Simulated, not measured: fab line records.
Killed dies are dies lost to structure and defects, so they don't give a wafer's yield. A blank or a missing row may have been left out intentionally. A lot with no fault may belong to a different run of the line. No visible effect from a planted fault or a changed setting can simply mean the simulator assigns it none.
Which tool did it? || flow n5Finfet || Sampling: 10 lots, 30 wafers, 3 of 1938 route steps

WHAT THE GAUGES SHOWED, per wafer
N5_PASSIVATION_CD_MEAS_30 targets a cd of 4000 nm. Usual: cdNm 3998.8 nm, standard deviation 1.8.
{"lot": "L512", "measured": "day 12 15:59", "on": "cdSem-03", "cdNm (nm)": "4000.7 3999.3 3997.8", "flag": ""}
{"lot": "L513", "measured": "day 12 16:09", "on": "cdSem-01", "cdNm (nm)": "3996.6 3996.6 3999.2", "flag": ""}
{"lot": "L514", "measured": "day 13 01:27", "on": "cdSem-03", "cdNm (nm)": "4000.5 3999.6 4000.7", "flag": ""}
{"lot": "L518", "measured": "day 14 13:59", "on": "cdSem-02", "cdNm (nm)": "3941.9 3940.3 3942.8", "flag": "OFF"}
{"lot": "L522", "measured": "day 15 14:27", "on": "cdSem-01", "cdNm (nm)": "3941.2 3939.8 3940.7", "flag": "OFF"}
{"lot": "L524", "measured": "day 15 18:11", "on": "cdSem-01", "cdNm (nm)": "4001.5 3999.3 4000.1", "flag": ""}
{"lot": "L526", "measured": "day 16 22:38", "on": "cdSem-03", "cdNm (nm)": "3998.5 3999.7 3999.9", "flag": ""}
{"lot": "L527", "measured": "day 17 02:36", "on": "cdSem-01", "cdNm (nm)": "3997.3 3998.0 3998.6", "flag": ""}
{"lot": "L530", "measured": "day 17 16:09", "on": "cdSem-02", "cdNm (nm)": "3998.6 4000.5 4001.8", "flag": ""}
{"lot": "L531", "measured": "day 17 23:29", "on": "cdSem-02", "cdNm (nm)": "3998.9 3998.7 4001.9", "flag": ""}

WHAT TOOL EACH LOT RAN ON (gives the tool, then ch and the chambers of the sampled wafers, and finally the start)
{"lot": "L512", "N5_PASSIVATION_PECVD_55": "pecvd-01 ch 0,1,2, day 12 12:58", "N5_PASSIVATION_EXPOSE_27": "krfScanner-01 ch 0, day 12 15:49"}
{"lot": "L513", "N5_PASSIVATION_PECVD_55": "pecvd-02 ch 0,2, day 12 13:21", "N5_PASSIVATION_EXPOSE_27": "krfScanner-02 ch 0, day 12 15:58"}
{"lot": "L514", "N5_PASSIVATION_PECVD_55": "pecvd-01 ch 0,1,2, day 12 22:10", "N5_PASSIVATION_EXPOSE_27": "krfScanner-01 ch 0, day 13 01:17"}
{"lot": "L518", "N5_PASSIVATION_PECVD_55": "pecvd-02 ch 1,2, day 14 10:58", "N5_PASSIVATION_EXPOSE_27": "krfScanner-01 ch 0, day 14 13:48"}
{"lot": "L522", "N5_PASSIVATION_PECVD_55": "pecvd-01 ch 0,2, day 15 10:11", "N5_PASSIVATION_EXPOSE_27": "krfScanner-01 ch 0, day 15 14:16"}
{"lot": "L524", "N5_PASSIVATION_PECVD_55": "pecvd-02 ch 0,1,2, day 15 16:09", "N5_PASSIVATION_EXPOSE_27": "krfScanner-02 ch 0, day 15 18:00"}
{"lot": "L526", "N5_PASSIVATION_PECVD_55": "pecvd-02 ch 0,1,2, day 16 19:50", "N5_PASSIVATION_EXPOSE_27": "krfScanner-02 ch 0, day 16 22:28"}
{"lot": "L527", "N5_PASSIVATION_PECVD_55": "pecvd-02 ch 0,2, day 17 00:30", "N5_PASSIVATION_EXPOSE_27": "krfScanner-02 ch 0, day 17 02:25"}
{"lot": "L530", "N5_PASSIVATION_PECVD_55": "pecvd-04 ch 0,1, day 17 14:11", "N5_PASSIVATION_EXPOSE_27": "krfScanner-02 ch 0, day 17 15:58"}
{"lot": "L531", "N5_PASSIVATION_PECVD_55": "pecvd-04 ch 0,1, day 17 18:10", "N5_PASSIVATION_EXPOSE_27": "krfScanner-02 ch 0, day 17 23:19"}
- N5_PASSIVATION_PECVD_55: deposits SiO2 from SiH4/N2O, target thk 400 nm, time 22.5 s.
- N5_PASSIVATION_EXPOSE_27: exposes mask PAD, defocus 0 nm.

AS READ BY THE TOOLS THEMSELVES (means over the sampled wafers that have a number; for cases with no such wafer, the mark the record gives instead)
N5_PASSIVATION_PECVD_55. Usual: heaterPowerW 700 W, standard deviation 120; showerheadPlenumPTorr 8.23 Torr, standard deviation 0.083; susceptorTempC 400.03 C, standard deviation 0.19; throttleValvePct 51.1 %, standard deviation 2.1.
{"lot": "L512", "tool": "pecvd-01", "heaterPowerW (W)": 706, "showerheadPlenumPTorr (Torr)": 8.22, "susceptorTempC (C)": 400.02, "throttleValvePct (%)": 51.0, "flag": ""}
{"lot": "L513", "tool": "pecvd-02", "heaterPowerW (W)": 606, "showerheadPlenumPTorr (Torr)": 8.28, "susceptorTempC (C)": 400.02, "throttleValvePct (%)": 50.0, "flag": ""}
{"lot": "L514", "tool": "pecvd-01", "heaterPowerW (W)": 732, "showerheadPlenumPTorr (Torr)": 8.23, "susceptorTempC (C)": 399.96, "throttleValvePct (%)": 51.1, "flag": ""}
{"lot": "L518", "tool": "pecvd-02", "heaterPowerW (W)": 487, "showerheadPlenumPTorr (Torr)": 8.20, "susceptorTempC (C)": 399.97, "throttleValvePct (%)": 51.7, "flag": ""}
{"lot": "L522", "tool": "pecvd-01", "heaterPowerW (W)": 646, "showerheadPlenumPTorr (Torr)": 8.21, "susceptorTempC (C)": 399.96, "throttleValvePct (%)": 51.2, "flag": ""}
{"lot": "L524", "tool": "pecvd-02", "heaterPowerW (W)": 622, "showerheadPlenumPTorr (Torr)": 8.26, "susceptorTempC (C)": 400.02, "throttleValvePct (%)": 51.1, "flag": ""}
{"lot": "L526", "tool": "pecvd-02", "heaterPowerW (W)": 633, "showerheadPlenumPTorr (Torr)": 8.27, "susceptorTempC (C)": 399.92, "throttleValvePct (%)": 51.1, "flag": ""}
{"lot": "L527", "tool": "pecvd-02", "heaterPowerW (W)": 666, "showerheadPlenumPTorr (Torr)": 8.32, "susceptorTempC (C)": 400.20, "throttleValvePct (%)": 50.3, "flag": ""}
{"lot": "L530", "tool": "pecvd-04", "heaterPowerW (W)": 807, "showerheadPlenumPTorr (Torr)": 8.17, "susceptorTempC (C)": 400.17, "throttleValvePct (%)": 51.2, "flag": ""}
{"lot": "L531", "tool": "pecvd-04", "heaterPowerW (W)": 811, "showerheadPlenumPTorr (Torr)": 8.17, "susceptorTempC (C)": 400.01, "throttleValvePct (%)": 52.9, "flag": ""}

N5_PASSIVATION_EXPOSE_27. Usual: exposureDoseMJCm2 32.31, standard deviation 0.033.
{"lot": "L512", "tool": "krfScanner-01", "exposureDoseMJCm2": 32.33, "flag": ""}
{"lot": "L513", "tool": "krfScanner-02", "exposureDoseMJCm2": 32.30, "flag": ""}
{"lot": "L514", "tool": "krfScanner-01", "exposureDoseMJCm2": 32.31, "flag": ""}
{"lot": "L518", "tool": "krfScanner-01", "exposureDoseMJCm2": 23.39, "flag": "OFF"}
{"lot": "L522", "tool": "krfScanner-01", "exposureDoseMJCm2": 23.39, "flag": "OFF"}
{"lot": "L524", "tool": "krfScanner-02", "exposureDoseMJCm2": 32.28, "flag": ""}
{"lot": "L526", "tool": "krfScanner-02", "exposureDoseMJCm2": 32.30, "flag": ""}
{"lot": "L527", "tool": "krfScanner-02", "exposureDoseMJCm2": 32.34, "flag": ""}
{"lot": "L530", "tool": "krfScanner-02", "exposureDoseMJCm2": 32.33, "flag": ""}
{"lot": "L531", "tool": "krfScanner-02", "exposureDoseMJCm2": 32.30, "flag": ""}

THE ANSWER, worked out from the rows above alone
Rule: a lot is off if the mean of its wafers that have a number lies more than 3 standard deviations from the usual mean. Also off: a lot with no number at a reading for which 4 or more lots have one. All remaining lots with rows at the step are treated as sound. After the gauges, taken in route order, come the tools' own readings; for these a lot's mean is taken, as printed above. The first step at which some lot is off is used, and at that step the reading that is off furthest; a lot without a number counts as furthest.
Off at N5_PASSIVATION_CD_MEAS_30 (cdNm): L518, L522.
If a tool, at a process step before that reading, ran all the lots that are off and no sound lot after the first of them, it fits. The gauges at N5_PASSIVATION_CD_MEAS_30 aren't tried: what is off there is off at N5_PASSIVATION_EXPOSE_27 too, on other tools, and a gauge's error can't cause that. One fits: N5_PASSIVATION_EXPOSE_27 on krfScanner-01. A fault onset in the window from L514 (day 13 01:17, its last sound lot) to L518 (day 14 13:48, its first lot off) fits.
On the lots that are off, the tool's own readings at N5_PASSIVATION_EXPOSE_27 differ by more than 5 times the standard deviation of the sound lots' means, which bears it out; exposureDoseMJCm2 reads 23.39 there versus 32.31 on the sound lots.

WHAT THE SIMULATOR PUT IN
Drift in process parameters on krfScanner-01 at N5_PASSIVATION_EXPOSE_27, starting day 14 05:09. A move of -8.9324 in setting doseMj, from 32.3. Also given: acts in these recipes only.
Lots struck among those shown: L518, L522. Same finding as the rule above.
